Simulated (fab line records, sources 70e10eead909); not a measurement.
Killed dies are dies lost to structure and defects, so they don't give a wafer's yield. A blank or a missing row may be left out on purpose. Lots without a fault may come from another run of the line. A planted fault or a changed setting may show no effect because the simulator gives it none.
Which tool did it? | flow nand_harc | 12 lots, 36 wafers sampled, at 2 steps of a route of 1302

WHAT THE GAUGES READ, wafer by wafer
NHARC_A_CONTACT_CD_MEAS_15. Usual: cd_nm 189.9 nm, standard deviation 0.55.
lot  | measured     | on        | cd_nm (nm)        | flag
L768 | day 22 17:46 | cd_sem-02 | 190.2 189.6 189.2 |
L770 | day 23 11:18 | cd_sem-02 | 190.7 190.2 191.1 |
L771 | day 23 12:58 | cd_sem-01 | 190.2 189.0 189.4 |
L769 | day 23 15:56 | cd_sem-03 | 189.9 189.6 190.3 |
L773 | day 24 01:42 | cd_sem-03 | 189.4 189.1 190.3 |
L772 | day 24 03:43 | cd_sem-03 | 190.3 190.4 190.7 |
L775 | day 25 05:53 | cd_sem-03 | 190.5 189.2 190.7 |
L774 | day 25 12:16 | cd_sem-03 | 190.3 189.6 190.4 |
L779 | day 27 11:02 | cd_sem-02 | 190.1 190.7 190.0 |
L784 | day 29 21:15 | cd_sem-02 | 190.1 189.5 189.7 |
L785 | day 30 02:28 | cd_sem-01 | 190.5 190.0 189.7 |
L790 | day 32 02:35 | cd_sem-02 | 189.2 189.5 189.7 |

WHICH TOOL RAN EACH LOT (tool, then ch and the chambers of the sampled wafers, then the start)
lot  | NHARC_A_CONTACT_ETCH_138
L768 | har_cap_etch-03 ch 0,1, day 22 16:47
L770 | har_cap_etch-01 ch 0, day 23 10:16
L771 | har_cap_etch-02 ch 0,1, day 23 11:54
L769 | har_cap_etch-03 ch 0,1, day 23 14:59
L773 | har_cap_etch-03 ch 0,1, day 24 00:44
L772 | har_cap_etch-01 ch 0,1, day 24 02:40
L775 | har_cap_etch-03 ch 0,1, day 25 04:51
L774 | har_cap_etch-01 ch 0,1, day 25 11:15
L779 | har_cap_etch-03 ch 0,1, day 27 10:02
L784 | har_cap_etch-01 ch 0,1, day 29 20:15
L785 | har_cap_etch-03 ch 0,1, day 30 01:25
L790 | har_cap_etch-01 ch 0,1, day 32 01:38
- NHARC_A_CONTACT_ETCH_138: etches the open film in C4F8/O2/Ar, time 311 s, target depth 1914 nm.

WHAT THE TOOLS THEMSELVES READ (means of the sampled wafers that have a number; where no wafer has one, the mark that the record gives instead)
The record holds no such reading with a usual standard deviation.

THE ANSWER, worked out from the rows above alone
Rule: a lot is off if the mean of its wafers that have a number lies more than 3 standard deviations from the usual mean. A lot without any number at a reading at which 4 lots or more have one is off too. The other lots that the step has rows for count as sound. The gauges are gone through in route order, then the tools' own readings, and for those a lot's mean is taken as printed above. The first step at which some lot is off is used, and at that step the reading that is off furthest; a lot without a number counts as furthest.
No lot is off at any reading shown: from this, nothing can be told.

WHAT THE SIMULATOR HAD PUT IN
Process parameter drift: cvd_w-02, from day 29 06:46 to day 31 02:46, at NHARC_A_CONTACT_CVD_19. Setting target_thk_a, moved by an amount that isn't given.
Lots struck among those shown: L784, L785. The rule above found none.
